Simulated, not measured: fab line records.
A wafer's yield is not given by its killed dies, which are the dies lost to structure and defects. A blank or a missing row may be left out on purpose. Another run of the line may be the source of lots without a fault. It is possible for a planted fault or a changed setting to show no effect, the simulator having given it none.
Struck lot and sound lot, side by side    flow n5_finfet    16 steps out of a route of 1938
Sound: these wafers, L701.1, L701.2, L701.5. Wafers L717.1, L717.3, L717.5 were the ones struck. Last of all comes the cause.
Per side, at each step with rows, come the tool, then ch with its chambers, and then its first start. Under that, the readings that differ: sound wafers    struck wafers    difference of the means    sigmas: that difference in standard deviations of wafers without a fault.
alike: readings with means less than 2 such deviations apart, plus words and numbers identical on both sides. not compared: withheld readings, readings lacking a value on some wafer, bounds such as >300 that could conceal the same value, and numbers that have no deviation in the record and whose values overlap.
The two part at a step that has a row with sigmas, a row that says differs or no value, or rows on one side only. When numbers do not overlap yet have no deviation, they are printed without sigmas and do not part them. A reading missing from all wafers of one side parts the sides only when that side holds two or more wafers.

first, 2 steps without rows for these wafers: N5_BEOL_M4_SPUTTER_90 (material Cu, target thk 4.5 nm, time 8.29 s); N5_BEOL_M4_ANNEAL_91 (time 240 s).
N5_BEOL_M4_SPUTTER_92: material Cu, target thk 4.5 nm, time 8.29 s.
  sound on pvd_sputter-02 at day 7 23:52; struck on pvd_sputter-02 at day 12 03:28
  alike: throttle_valve_pct
then, 3 steps without rows for these wafers: N5_BEOL_M4_ANNEAL_93 (time 240 s); N5_BEOL_M4_SPUTTER_94 (material Cu, target thk 4.5 nm, time 8.29 s); N5_BEOL_M4_ANNEAL_95 (time 240 s).
N5_BEOL_M4_SPUTTER_96: material Cu, target thk 4.5 nm, time 8.29 s.
  sound on pvd_sputter-02 at day 8 00:18; struck on pvd_sputter-02 at day 12 03:54
  alike: throttle_valve_pct
then, 1 step without rows for these wafers: N5_BEOL_M4_ECD_50 (material Cu, target thk 300 nm).
N5_BEOL_M4_ANNEAL_51: time 90 s.
  sound on rtp_anneal-01 ch 0, day 8 00:29; struck on rtp_anneal-01 ch 0, day 12 04:11
  alike: anneal_temp_c, wafer_temp_C_max
N5_BEOL_M4_CMP_52: polishes, stops on SiOC, t overpolish 6.8 s, target thk 40 nm.
  sound on cmp-01 ch 0,3, day 8 00:47; struck on cmp-04 ch 0,1, day 12 04:46
reading                 sound     struck    difference  sigmas
time_to_endpoint_s (s)  57 56 55  63 71 62  +9          +3
  alike: barrier_field_endpoint_s, motor_current_A, overpolish_run_s, platen_rpm
N5_BEOL_M4_THK_MEAS_53: measures by xrf.
  sound on film_metro-01 at day 8 01:05; struck on film_metro-02 at day 12 05:03
  alike: M4_THK
N5_BEOL_M4_PRE_CLEAN_60: time 15 s.
  sound on cvd_co-02 ch 0,2, day 8 01:07; struck on cvd_co-01 ch 0,1,2, day 12 05:08
  alike: heater_power_w
N5_BEOL_M4_CO_CAP_55: material Co, precursor CCTBA/H2, target thk 2 nm, time 102.1 s.
  sound on cvd_co-02 ch 0,2, day 8 01:10; struck on cvd_co-01 ch 0,1,2, day 12 05:11
  no value came back on the struck wafers for chamber_pressure_Torr (Torr), heater_power_outer_w (W), heater_power_w (W), time_s (s); on the sound wafers chamber_pressure_Torr (Torr) reads 29.98 29.99 30.05
then, 1 step without rows for these wafers: N5_BEOL_M4_PRE_CLEAN_56 (time 15 s).
N5_BEOL_M4_RC_MEAS_101:
  sound on prober-02 ch 0, day 8 01:24; struck on prober-01 ch 0, day 12 05:27
reading        sound           struck          difference  sigmas
ION_N (uA/um)  658 655 645     674 681 677     +25         +2
VT_P (mV)      -256 -251 -255  -247 -246 -247  +7          +2
  alike: DIBL_N, DIBL_P, IOFF_N, IOFF_P, ION_P, SS_N, SS_P, VT_N
N5_PASSIVATION_PROBE_49:
  sound wafers here have rows in the record (prober-02, day 12 04:17); struck ones have none

== WHERE THEY PART ==
Last at N5_PASSIVATION_PROBE_49 as far as this record goes, first at N5_BEOL_M4_CMP_52.

WHY: whatever the simulator had introduced
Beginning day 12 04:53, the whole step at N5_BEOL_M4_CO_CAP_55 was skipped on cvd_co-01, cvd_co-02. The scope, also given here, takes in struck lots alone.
